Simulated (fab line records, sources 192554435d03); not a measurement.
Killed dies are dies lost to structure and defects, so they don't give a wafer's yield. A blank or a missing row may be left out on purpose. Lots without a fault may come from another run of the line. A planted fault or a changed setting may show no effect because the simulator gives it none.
Chamber matching | flow n5_finfet | N5_BEOL_M11_STRIP_19 on rie_diel-04: 4 sister chambers
The step strips in O2. 20 wafers are shown with their chamber, then 10 later ones without.

WAFERS WITH THEIR CHAMBER
wafer  | chamber | drypump_motor_current_A (A) | showerhead_plenum_p_Torr (Torr) | throttle_valve_pct (%)
L077.2 | 3       | 6.8                         | 1.98                            | 16.62
L077.4 | 3       | 6.8                         | 1.98                            | 16.60
L077.5 | 0       | 5.4                         | 2.17                            | 16.84
L080.1 | 1       | 5.4                         | 2.13                            | 16.52
L080.2 | 0       | 5.4                         | 2.17                            | 16.84
L080.3 | 3       | 6.8                         | 1.98                            | 16.61
L080.4 | 2       | 6.1                         | 2.07                            | 16.46
L080.5 | 1       | 5.4                         | 2.13                            | 16.50
L080.6 | 0       | 5.4                         | 2.16                            | 16.84
L081.1 | 1       | 5.4                         | 2.13                            | 16.54
L081.2 | 2       | 6.1                         | 2.06                            | 16.47
L081.5 | 3       | 6.8                         | 1.98                            | 16.62
L082.1 | 3       | 6.8                         | 1.98                            | 16.62
L082.5 | 3       | 6.7                         | 1.98                            | 16.62
L082.6 | 0       | 5.4                         | 2.16                            | 16.86
L088.1 | 0       | 5.4                         | 2.16                            | 16.87
L088.4 | 1       | 5.4                         | 2.12                            | 16.55
L088.6 | 2       | 6.1                         | 2.06                            | 16.49
L089.2 | 1       | 5.4                         | 2.12                            | 16.54
L089.3 | 0       | 5.4                         | 2.16                            | 16.89

SIGNATURES (means of the wafers above)
reading                  | chamber 0 | chamber 1 | chamber 2 | chamber 3 | scatter within a chamber
drypump_motor_current_A  | 5.400     | 5.400     | 6.100     | 6.783     | 0.0228
showerhead_plenum_p_Torr | 2.1633    | 2.1260    | 2.0633    | 1.9800    | 0.00447
throttle_valve_pct       | 16.8567   | 16.5300   | 16.4733   | 16.6150   | 0.0169
Rule: a wafer's distance from a chamber is the root of the sum, over the readings, of the square of ((its reading less the chamber's mean) divided by the reading's scatter). The wafer belongs to the nearest chamber; if the next one is less than 2 further off, it can't be placed. The scatter: the root of (the sum of the squares of (reading less its chamber's mean) over the shown wafers, divided by (wafers less chambers)).

WAFERS WITHOUT THEIR CHAMBER
wafer  | drypump_motor_current_A (A) | showerhead_plenum_p_Torr (Torr) | throttle_valve_pct (%)
L089.5 | 6.8                         | 2.24                            | 16.20
L092.2 | 5.4                         | 2.12                            | 16.55
L092.3 | 5.4                         | 2.16                            | 16.89
L092.5 | 6.1                         | 2.06                            | 16.50
L093.1 | 6.8                         | 2.23                            | 16.19
L093.4 | 5.4                         | 2.12                            | 16.56
L093.6 | 5.4                         | 2.12                            | 16.57
L096.3 | 6.1                         | 2.05                            | 16.53
L096.4 | 6.8                         | 2.23                            | 16.20
L096.5 | 6.7                         | 2.23                            | 16.19

WHICH CHAMBER EACH WENT THROUGH
wafer  | from the rows above | in truth
L089.5 | 2                   | 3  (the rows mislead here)
L092.2 | 1                   | 1
L092.3 | 0                   | 0
L092.5 | 2                   | 2
L093.1 | 2                   | 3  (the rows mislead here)
L093.4 | 1                   | 1
L093.6 | 1                   | 1
L096.3 | 2                   | 2
L096.4 | 2                   | 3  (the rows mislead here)
L096.5 | 2                   | 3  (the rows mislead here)
Placed correctly: 6 of 10. Can't be placed from these rows: 0. Placed wrongly: 4.
